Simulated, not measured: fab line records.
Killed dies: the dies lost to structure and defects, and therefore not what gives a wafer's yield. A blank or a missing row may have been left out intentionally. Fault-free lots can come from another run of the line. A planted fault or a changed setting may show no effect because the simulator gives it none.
Chamber matching -- flow n5_finfet -- N5_BEOL_M13_DESCUM_15 on rie_diel-06 has 4 sister chambers
The step chemistry O2, time 7.9 s. 14 wafers are shown with their chamber, then 7 later ones without.

== WAFERS, EACH WITH ITS CHAMBER ==
wafer,chamber,showerhead_plenum_p_Torr (Torr),drypump_motor_current_A (A),oes_product_au (a.u.)
L075.1,2,2.17,5.39,0.72
L075.2,1,2.06,5.29,0.67
L075.3,3,2.22,5.88,0.83
L082.1,0,2.04,5.80,0.96
L082.2,2,2.16,5.41,0.70
L082.6,0,2.04,5.80,0.96
L087.1,0,2.04,5.78,0.95
L087.5,0,2.04,5.77,0.94
L087.6,3,2.21,5.89,0.81
L089.1,2,2.16,5.44,0.70
L089.3,1,2.06,5.32,0.67
L089.4,0,2.04,5.79,0.94
L090.3,2,2.16,5.40,0.69
L090.5,2,2.16,5.40,0.68

SIGNATURES (averages over the wafers above)
reading,chamber 0,chamber 1,chamber 2,chamber 3,scatter within a chamber
showerhead_plenum_p_Torr,2.0400,2.0600,2.1620,2.2150,0.00361
drypump_motor_current_A,5.7880,5.3050,5.4080,5.8850,0.0163
oes_product_au,0.9500,0.6700,0.6980,0.8200,0.0122
Rule: a wafer's distance from a chamber is the root of the sum, over the readings, of the square of ((its reading less the chamber's mean) divided by the reading's scatter). The wafer belongs to the nearest chamber; if the next one is less than 2 further off, it can't be placed. How the scatter is found: for the shown wafers, subtract from each reading the mean of its chamber, square and add these, divide the total by (wafers less chambers), then take the root.

== WAFERS WHOSE CHAMBER IS MISSING ==
wafer,showerhead_plenum_p_Torr (Torr),drypump_motor_current_A (A),oes_product_au (a.u.)
L090.6,2.04,5.77,0.91
L093.1,2.04,5.81,0.89
L093.4,2.20,5.90,0.79
L093.6,2.15,5.44,0.68
L096.1,2.06,5.30,0.97
L096.4,2.04,5.81,0.89
L096.6,2.06,5.29,0.97

== EACH ONE'S CHAMBER ==
wafer,from the rows above,in truth
L090.6,0,0
L093.1,0,0
L093.4,3,3
L093.6,2,2
L096.1,1,1
L096.4,0,0
L096.6,1,1
7 of 7 placed correctly. Can't be placed from these rows: 0. Number placed wrongly: 0.
